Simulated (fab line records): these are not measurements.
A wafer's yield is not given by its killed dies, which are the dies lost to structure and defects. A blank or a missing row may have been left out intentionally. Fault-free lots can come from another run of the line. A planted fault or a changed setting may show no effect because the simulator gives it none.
Matching of chambers + flow n5-finfet + 4 sister chambers for N5_DUMMY_REMOVAL_HM_STRIP_01 on rie-diel-06
The step strips SiNx in CH3F/O2, stops on poly-Si, target depth 4 nm, time 6.8 s. 27 wafers are shown with their chamber, then 12 later ones without.

== WAFERS WITH THEIR CHAMBER ==
| wafer  | chamber | showerhead-plenum-p-Torr (Torr) | drypump-motor-current-A (A) | oes-product-au (a.u.) |
|--------|---------|---------------------------------|-----------------------------|-----------------------|
| L074.3 | 3       | 1.90                            | 5.3                         | 0.56                  |
| L074.4 | 0       | 1.98                            | 5.7                         | 0.58                  |
| L074.5 | 1       | 1.96                            | 5.6                         | 0.66                  |
| L075.1 | 3       | 1.90                            | 5.4                         | 0.56                  |
| L075.4 | 2       | 2.10                            | 5.8                         | 0.62                  |
| L075.5 | 0       | 1.98                            | 5.7                         | 0.58                  |
| L076.2 | 3       | 1.90                            | 5.4                         | 0.56                  |
| L076.5 | 1       | 1.96                            | 5.6                         | 0.65                  |
| L076.6 | 0       | 1.98                            | 5.7                         | 0.58                  |
| L080.2 | 0       | 1.98                            | 5.7                         | 0.58                  |
| L080.4 | 3       | 1.90                            | 5.4                         | 0.55                  |
| L080.5 | 2       | 2.10                            | 5.8                         | 0.61                  |
| L081.1 | 2       | 2.10                            | 5.8                         | 0.61                  |
| L081.2 | 3       | 1.90                            | 5.4                         | 0.56                  |
| L081.6 | 2       | 2.10                            | 5.8                         | 0.61                  |
| L083.1 | 2       | 2.10                            | 5.8                         | 0.61                  |
| L083.2 | 3       | 1.90                            | 5.4                         | 0.55                  |
| L083.3 | 0       | 1.98                            | 5.7                         | 0.57                  |
| L083.4 | 1       | 1.96                            | 5.7                         | 0.66                  |
| L083.5 | 2       | 2.10                            | 5.8                         | 0.61                  |
| L083.6 | 3       | 1.90                            | 5.4                         | 0.57                  |
| L085.2 | 2       | 2.09                            | 5.8                         | 0.61                  |
| L085.3 | 3       | 1.90                            | 5.4                         | 0.55                  |
| L085.6 | 1       | 1.96                            | 5.7                         | 0.65                  |
| L086.3 | 1       | 1.96                            | 5.7                         | 0.65                  |
| L086.5 | 3       | 1.90                            | 5.4                         | 0.55                  |
| L086.6 | 0       | 1.98                            | 5.7                         | 0.57                  |

SIGNATURES (averages over the wafers above)
| reading                  | chamber 0 | chamber 1 | chamber 2 | chamber 3 | scatter within a chamber |
|--------------------------|-----------|-----------|-----------|-----------|--------------------------|
| showerhead-plenum-p-Torr | 1.9800    | 1.9600    | 2.0986    | 1.9000    | 0.00193                  |
| drypump-motor-current-A  | 5.700     | 5.660     | 5.800     | 5.389     | 0.0301                   |
| oes-product-au           | 0.5767    | 0.6540    | 0.6114    | 0.5567    | 0.00567                  |
Rule: distance of a wafer from a chamber = root of the sum over the readings of ((wafer's reading minus chamber's mean) / reading's scatter) squared. If the next closest chamber is less than 2 further off than the closest, the wafer can't be placed; otherwise it belongs to the closest. How the scatter is found: for the shown wafers, subtract from each reading the mean of its chamber, square and add these, divide the total by (wafers less chambers), then take the root.

== WAFERS MISSING THEIR CHAMBER ==
| wafer  | showerhead-plenum-p-Torr (Torr) | drypump-motor-current-A (A) | oes-product-au (a.u.) |
|--------|---------------------------------|-----------------------------|-----------------------|
| L088.1 | 1.95                            | 5.7                         | 0.64                  |
| L088.5 | 1.96                            | 5.7                         | 0.65                  |
| L088.6 | 2.09                            | 5.8                         | 0.60                  |
| L089.1 | 2.09                            | 5.8                         | 0.60                  |
| L089.2 | 1.90                            | 5.4                         | 0.55                  |
| L089.5 | 1.89                            | 5.4                         | 0.55                  |
| L090.2 | 2.09                            | 5.8                         | 0.60                  |
| L090.3 | 1.89                            | 5.4                         | 0.55                  |
| L090.6 | 1.95                            | 5.6                         | 0.64                  |
| L096.1 | 1.95                            | 5.7                         | 0.63                  |
| L096.5 | 2.09                            | 5.8                         | 0.59                  |
| L096.6 | 1.98                            | 5.7                         | 0.76                  |

== WHICH CHAMBER EACH WENT THROUGH ==
| wafer  | from the rows above | in truth                   |
|--------|---------------------|----------------------------|
| L088.1 | 1                   | 1                          |
| L088.5 | 1                   | 1                          |
| L088.6 | 2                   | 2                          |
| L089.1 | 2                   | 2                          |
| L089.2 | 3                   | 3                          |
| L089.5 | 3                   | 3                          |
| L090.2 | 2                   | 2                          |
| L090.3 | 3                   | 3                          |
| L090.6 | 1                   | 1                          |
| L096.1 | 1                   | 1                          |
| L096.5 | 2                   | 2                          |
| L096.6 | 1                   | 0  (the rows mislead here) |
Correctly placed: 11 of 12. Number that these rows cannot place: 0. Placed wrongly: 1.
